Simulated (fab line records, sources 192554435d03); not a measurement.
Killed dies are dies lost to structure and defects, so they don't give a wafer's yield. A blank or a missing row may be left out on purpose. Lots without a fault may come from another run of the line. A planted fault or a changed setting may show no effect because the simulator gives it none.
Which tool did it? | flow n5_finfet | 9 lots, 26 wafers sampled, at 6 steps of a route of 1938

WHAT THE GAUGES READ, wafer by wafer
N5_SD_EPI_N_CD_MEAS_09: target cd 120 nm. Usual: cd_nm 120.0 nm, standard deviation 0.72.
lot  | measured    | on        | cd_nm (nm)        | flag
L308 | day 3 02:46 | cd_sem-03 | 119.6 118.7 120.3 |
L310 | day 3 14:49 | cd_sem-03 | 120.4 119.4       |
L316 | day 5 04:34 | cd_sem-03 | 120.3 121.0 122.2 |
L318 | day 5 15:58 | cd_sem-01 | 116.1 115.2 115.6 | OFF
L320 | day 6 00:15 | cd_sem-02 | 116.8 116.9 117.3 | OFF
L321 | day 6 08:23 | cd_sem-01 | 116.6 115.7 117.3 | OFF
L326 | day 7 13:11 | cd_sem-03 | 119.9 120.0 119.1 |
L327 | day 7 18:34 | cd_sem-02 | 120.2 118.9 119.2 |
L331 | day 8 20:02 | cd_sem-01 | 118.8 119.7 119.7 |

N5_BEOL_M4_RC_MEAS_101. Usual: DIBL_N 36.5 mV/V, standard deviation 1.9; DIBL_P 36.4 mV/V, standard deviation 2.2; IOFF_N 0.17 nA/um, standard deviation 0.034; IOFF_P 0.21 nA/um, standard deviation 0.036; ION_N 678 uA/um, standard deviation 12; ION_P 462 uA/um, standard deviation 7.1; SS_N 71.7 mV/dec, standard deviation 0.61; SS_P 73.4 mV/dec, standard deviation 0.71; VT_N 249 mV, standard deviation 3.5; VT_P -251 mV, standard deviation 3.
lot  | measured     | on        | DIBL_N (mV/V)  | DIBL_P (mV/V)  | IOFF_N (nA/um) | IOFF_P (nA/um) | ION_N (uA/um) | ION_P (uA/um) | SS_N (mV/dec)  | SS_P (mV/dec)  | VT_N (mV)   | VT_P (mV)      | flag
L308 | day 8 17:50  | prober-01 | 37.7 36.6 37.5 | 37.9 37.3 37.5 | 0.21 0.18 0.19 | 0.25 0.23 0.23 | 689 679 683   | 467 465 461   | 72.5 71.9 72.7 | 74.7 74.8 73.5 | 244 248 246 | -249 -250 -251 |
L310 | day 9 12:31  | prober-02 | 39.2 39.5      | 39.0 38.4      | 0.22 0.22      | 0.23 0.24      | 689 677       | 462 464       | 72.0 72.4      | 74.0 73.7      | 246 245     | -252 -252      |
L316 | day 10 21:35 | prober-01 | 36.3 36.0 35.0 | 34.0 33.9 32.9 | 0.13 0.13 0.12 | 0.17 0.16 0.16 | 664 671 658   | 456 453 458   | 70.8 70.9 71.3 | 72.6 73.0 72.2 | 253 252 256 | -258 -255 -256 |
L318 | day 11 14:27 | prober-02 | 34.8 35.9 38.4 | 36.8 37.5 41.5 | 0.14 0.16 0.22 | 0.22 0.22 0.30 | 680 672 706   | 472 464 483   | 71.0 72.0 72.2 | 72.4 72.7 73.6 | 249 249 243 | -247 -249 -243 |
L320 | day 12 12:31 | prober-01 | 38.7 37.4 39.8 | 36.9 35.4 39.0 | 0.17 0.15 0.20 | 0.20 0.18 0.24 | 686 657 690   | 460 455 466   | 71.9 71.2 72.5 | 73.5 73.8 74.3 | 248 254 249 | -252 -254 -252 |
L321 | day 13 01:29 | prober-01 | 37.5 38.6 37.2 | 36.2 39.0 37.2 | 0.16 0.19 0.16 | 0.18 0.22 0.19 | 668 682 672   | 446 451 452   | 72.7 71.7 72.5 | 73.4 73.4 73.2 | 253 247 254 | -259 -252 -253 |
L326 | day 13 19:34 | prober-01 | 33.3 33.8 35.5 | 34.4 34.5 36.3 | 0.14 0.12 0.16 | 0.16 0.16 0.19 | 686 662 674   | 462 455 456   | 72.0 71.7 71.9 | 72.5 73.3 73.9 | 250 254 250 | -254 -253 -253 |
L327 | day 13 10:07 | prober-01 | 36.8 35.3 35.3 | 38.1 37.1 37.4 | 0.18 0.16 0.17 | 0.22 0.19 0.20 | 676 673 689   | 468 456 470   | 71.6 72.2 72.2 | 73.6 72.8 72.9 | 248 251 249 | -252 -254 -252 |
L331 | day 15 11:43 | prober-01 | 36.4 34.1 34.1 | 35.3 32.6 32.6 | 0.16 0.13 0.13 | 0.21 0.17 0.18 | 669 673 676   | 459 464 466   | 71.8 71.4 71.1 | 73.7 72.4 73.0 | 250 253 251 | -250 -253 -252 |

WHICH TOOL RAN EACH LOT (tool, then ch and the chambers of the sampled wafers, then the start)
lot  | N5_DUMMY_GATE_TRIM_49           | N5_DUMMY_GATE_HM_OPEN_21          | N5_SD_EPI_N_PEB_07               | N5_SD_EPI_N_ETCH_16
L308 | rie_si-02 ch 0,1, day 3 00:38   | rie_diel-02 ch 0,3, day 3 00:59   | litho_track-02 ch 0, day 3 02:42 | rie_diel-01 ch 1,3, day 3 03:28
L310 | rie_si-06 ch 0,1, day 3 12:45   | rie_diel-02 ch 0,3, day 3 13:10   | litho_track-03 ch 0, day 3 14:44 | rie_diel-04 ch 3, day 3 15:49
L316 | rie_si-02 ch 1,2,3, day 5 01:26 | rie_diel-02 ch 0,3, day 5 01:59   | litho_track-02 ch 0, day 5 04:30 | rie_diel-03 ch 0,2,3, day 5 05:22
L318 | rie_si-06 ch 0,2,3, day 5 13:50 | rie_diel-05 ch 0,1,2, day 5 14:12 | litho_track-02 ch 0, day 5 15:55 | rie_diel-01 ch 0,1, day 5 16:53
L320 | rie_si-06 ch 1,2,3, day 5 22:06 | rie_diel-06 ch 0,1,2, day 5 22:23 | litho_track-02 ch 0, day 6 00:11 | rie_diel-01 ch 0,2,3, day 6 00:57
L321 | rie_si-06 ch 2,3, day 6 06:28   | rie_diel-05 ch 0,2,3, day 6 06:44 | litho_track-02 ch 0, day 6 08:19 | rie_diel-04 ch 0,1,2, day 6 09:05
L326 | rie_si-01 ch 0,2,3, day 7 11:07 | rie_diel-02 ch 0,1,2, day 7 11:28 | litho_track-03 ch 0, day 7 13:07 | rie_diel-03 ch 1,2,3, day 7 13:55
L327 | rie_si-02 ch 0,1,2, day 7 16:28 | rie_diel-02 ch 0,2, day 7 16:45   | litho_track-03 ch 0, day 7 18:30 | rie_diel-04 ch 0,2, day 7 19:16
L331 | rie_si-01 ch 1,3, day 8 17:09   | rie_diel-02 ch 2,3, day 8 17:43   | litho_track-03 ch 0, day 8 19:58 | rie_diel-03 ch 0,1,3, day 8 21:13
- N5_DUMMY_GATE_TRIM_49: chemistry O2, time 29 s, target cd 14 nm.
- N5_DUMMY_GATE_HM_OPEN_21: chemistry CH3F/O2, target SiNx, target depth 120 nm, time 171.4 s.
- N5_SD_EPI_N_PEB_07: peb time 60 s.
- N5_SD_EPI_N_ETCH_16: etches SiO2 in CHF3/O2, target depth 5 nm.

WHAT THE TOOLS THEMSELVES READ (means of the sampled wafers that have a number; where no wafer has one, the mark that the record gives instead)
N5_DUMMY_GATE_TRIM_49. Usual: drypump_motor_current_A 5.8 A, standard deviation 0.42; oes_product_au 1.002 a.u., standard deviation 0.017; throttle_valve_pct 8.15 %, standard deviation 0.17.
lot  | tool      | drypump_motor_current_A (A) | oes_product_au (a.u.) | throttle_valve_pct (%) | flag
L308 | rie_si-02 | 6.0                         | 1.012                 | 8.12                   |
L310 | rie_si-06 | 5.6                         | 1.018                 | 8.29                   |
L316 | rie_si-02 | 5.7                         | 0.986                 | 8.14                   |
L318 | rie_si-06 | 5.8                         | 1.019                 | 8.04                   |
L320 | rie_si-06 | 5.6                         | 1.013                 | 8.14                   |
L321 | rie_si-06 | 5.5                         | 1.017                 | 8.05                   |
L326 | rie_si-01 | 6.1                         | 0.985                 | 8.17                   |
L327 | rie_si-02 | 5.7                         | 1.010                 | 8.14                   |
L331 | rie_si-01 | 6.0                         | 0.992                 | 8.14                   |

N5_DUMMY_GATE_HM_OPEN_21. Usual: drypump_motor_current_A 5.6 A, standard deviation 0.42; oes_o_777_au 0.78 a.u., standard deviation 0.071; oes_product_au 0.78 a.u., standard deviation 0.077; rf_vpp_V 300 V, standard deviation 5.3; showerhead_plenum_p_Torr 2.03 Torr, standard deviation 0.054; throttle_valve_pct 16.47 %, standard deviation 0.23.
lot  | tool        | drypump_motor_current_A (A) | oes_o_777_au (a.u.) | oes_product_au (a.u.) | rf_vpp_V (V) | showerhead_plenum_p_Torr (Torr) | throttle_valve_pct (%) | flag
L308 | rie_diel-02 | 5.3                         | 0.72                | 0.72                  | 301          | 2.07                            | 16.72                  |
L310 | rie_diel-02 | 5.3                         | 0.71                | 0.71                  | 300          | 2.05                            | 16.70                  |
L316 | rie_diel-02 | 5.4                         | 0.70                | 0.70                  | 299          | 2.02                            | 16.68                  |
L318 | rie_diel-05 | 5.7                         | 0.83                | 0.82                  | 301          | 2.04                            | 16.21                  |
L320 | rie_diel-06 | 5.8                         | 0.75                | 0.76                  | 304          | 2.03                            | 16.56                  |
L321 | rie_diel-05 | 5.5                         | 0.81                | 0.81                  | 302          | 2.01                            | 16.36                  |
L326 | rie_diel-02 | 5.6                         | 0.79                | 0.78                  | 297          | 2.03                            | 16.55                  |
L327 | rie_diel-02 | 5.7                         | 0.77                | 0.75                  | 301          | 2.04                            | 16.55                  |
L331 | rie_diel-02 | 5.7                         | 0.90                | 0.90                  | 299          | 1.98                            | 16.22                  |

N5_SD_EPI_N_PEB_07. Usual: heater_power_total_W 175.1 W, standard deviation 1.6; resist_line_temp_C 22.98 C, standard deviation 0.12.
lot  | tool           | heater_power_total_W (W) | resist_line_temp_C (C) | flag
L308 | litho_track-02 | 175.1                    | 23.07                  |
L310 | litho_track-03 | 174.6                    | 22.91                  |
L316 | litho_track-02 | 174.0                    | 22.98                  |
L318 | litho_track-02 | 190.5                    | 22.92                  | OFF
L320 | litho_track-02 | 188.1                    | 22.99                  | OFF
L321 | litho_track-02 | 189.8                    | 23.00                  | OFF
L326 | litho_track-03 | 175.1                    | 23.03                  |
L327 | litho_track-03 | 174.9                    | 23.07                  |
L331 | litho_track-03 | 175.6                    | 23.03                  |

N5_SD_EPI_N_ETCH_16. Usual: drypump_motor_current_A 5.5 A, standard deviation 0.38; oes_o_777_au 0.80 a.u., standard deviation 0.087; oes_product_au 0.80 a.u., standard deviation 0.095; rf_vpp_V 521 V, standard deviation 9.9; showerhead_plenum_p_Torr 2.41 Torr, standard deviation 0.088; throttle_valve_pct 18.91 %, standard deviation 0.24.
lot  | tool        | drypump_motor_current_A (A) | oes_o_777_au (a.u.) | oes_product_au (a.u.) | rf_vpp_V (V) | showerhead_plenum_p_Torr (Torr) | throttle_valve_pct (%) | flag
L308 | rie_diel-01 | 5.1                         | 0.71                | 0.70                  | 528          | 2.48                            | 19.01                  |
L310 | rie_diel-04 | 5.9                         | 0.70                | 0.70                  | 506          | 2.28                            | 19.21                  |
L316 | rie_diel-03 | 5.4                         | 0.80                | 0.80                  | 522          | 2.40                            | 18.82                  |
L318 | rie_diel-01 | 5.3                         | 0.69                | 0.69                  | 525          | 2.44                            | 19.06                  |
L320 | rie_diel-01 | 5.5                         | 0.78                | 0.78                  | 519          | 2.38                            | 18.96                  |
L321 | rie_diel-04 | 5.7                         | 0.80                | 0.80                  | 525          | 2.40                            | 19.01                  |
L326 | rie_diel-03 | 5.5                         | 0.83                | 0.83                  | 517          | 2.47                            | 18.75                  |
L327 | rie_diel-04 | 5.3                         | 0.76                | 0.76                  | 523          | 2.42                            | 18.85                  |
L331 | rie_diel-03 | 5.4                         | 0.82                | 0.81                  | 526          | 2.47                            | 18.72                  |

THE ANSWER, worked out from the rows above alone
Rule: a lot is off if the mean of its wafers that have a number lies more than 3 standard deviations from the usual mean. A lot without any number at a reading at which 4 lots or more have one is off too. The other lots that the step has rows for count as sound. The gauges are gone through in route order, then the tools' own readings, and for those a lot's mean is taken as printed above. The first step at which some lot is off is used, and at that step the reading that is off furthest; a lot without a number counts as furthest.
Off: L318, L320, L321, at N5_SD_EPI_N_CD_MEAS_09 (cd_nm).
A tool fits if, at a process step before that reading, it ran every lot that is off, and no sound lot after the first of them. The gauges at N5_SD_EPI_N_CD_MEAS_09 aren't tried: what is off there is off at N5_SD_EPI_N_PEB_07 too, on other tools, and a gauge's error can't cause that. Can't be told from this: 2 tools fit, rie_si-06 at N5_DUMMY_GATE_TRIM_49, litho_track-02 at N5_SD_EPI_N_PEB_07.

WHAT THE SIMULATOR HAD PUT IN
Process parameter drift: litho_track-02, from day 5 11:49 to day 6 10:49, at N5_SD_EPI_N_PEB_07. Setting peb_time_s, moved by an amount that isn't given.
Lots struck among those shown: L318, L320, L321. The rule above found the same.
